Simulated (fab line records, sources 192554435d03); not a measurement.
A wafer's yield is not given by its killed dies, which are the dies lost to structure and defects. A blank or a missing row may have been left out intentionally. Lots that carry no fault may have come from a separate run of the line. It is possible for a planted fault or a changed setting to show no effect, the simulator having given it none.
Chamber matching || flow n5_finfet || rie_diel-06 running N5_DUMMY_GATE_ETCH_36: 4 sister chambers
The step etches SiARC in CF4, target depth 13 nm. 4 wafers are shown with their chamber, then 7 later ones without.

WAFERS, EACH WITH ITS CHAMBER
{"wafer": "L086.1", "chamber": 0, "showerhead_plenum_p_Torr (Torr)": 2.10}
{"wafer": "L086.5", "chamber": 1, "showerhead_plenum_p_Torr (Torr)": 2.03}
{"wafer": "L090.1", "chamber": 3, "showerhead_plenum_p_Torr (Torr)": 2.07}
{"wafer": "L090.5", "chamber": 2, "showerhead_plenum_p_Torr (Torr)": 2.21}

WAFERS WITH NO CHAMBER GIVEN
{"wafer": "L090.6", "showerhead_plenum_p_Torr (Torr)": 2.10}
{"wafer": "L095.1", "showerhead_plenum_p_Torr (Torr)": 2.06}
{"wafer": "L095.5", "showerhead_plenum_p_Torr (Torr)": 2.28}
{"wafer": "L095.6", "showerhead_plenum_p_Torr (Torr)": 2.06}
{"wafer": "L096.1", "showerhead_plenum_p_Torr (Torr)": 2.10}
{"wafer": "L096.2", "showerhead_plenum_p_Torr (Torr)": 2.28}
{"wafer": "L096.3", "showerhead_plenum_p_Torr (Torr)": 2.06}

EACH ONE'S CHAMBER
{"wafer": "L090.6", "from the rows above": "can't be placed: 0 or 3 or 1", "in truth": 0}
{"wafer": "L095.1", "from the rows above": "can't be placed: 3 or 1 or 0", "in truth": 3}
{"wafer": "L095.5", "from the rows above": 2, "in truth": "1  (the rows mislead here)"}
{"wafer": "L095.6", "from the rows above": "can't be placed: 3 or 1 or 0", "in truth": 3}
{"wafer": "L096.1", "from the rows above": "can't be placed: 0 or 3 or 1", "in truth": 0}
{"wafer": "L096.2", "from the rows above": 2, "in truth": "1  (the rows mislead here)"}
{"wafer": "L096.3", "from the rows above": "can't be placed: 3 or 1 or 0", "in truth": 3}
Correct placement for 0 of the 7. These rows do not allow placing 5 (true chamber among the candidates in 5). 2 placed wrongly.
How it was worked out, from the rows above alone: a wafer's distance from a chamber is the root of the sum, over the readings, of the square of ((its reading less the chamber's mean) divided by the reading's scatter). The wafer belongs to the nearest chamber; if the next one is less than 2 further off, it can't be placed. The mean given for a chamber averages the wafers shown for that chamber. The scatter: with one shown wafer a chamber, the root of the mean of the squares of how far each hidden wafer lies from its nearest shown one.
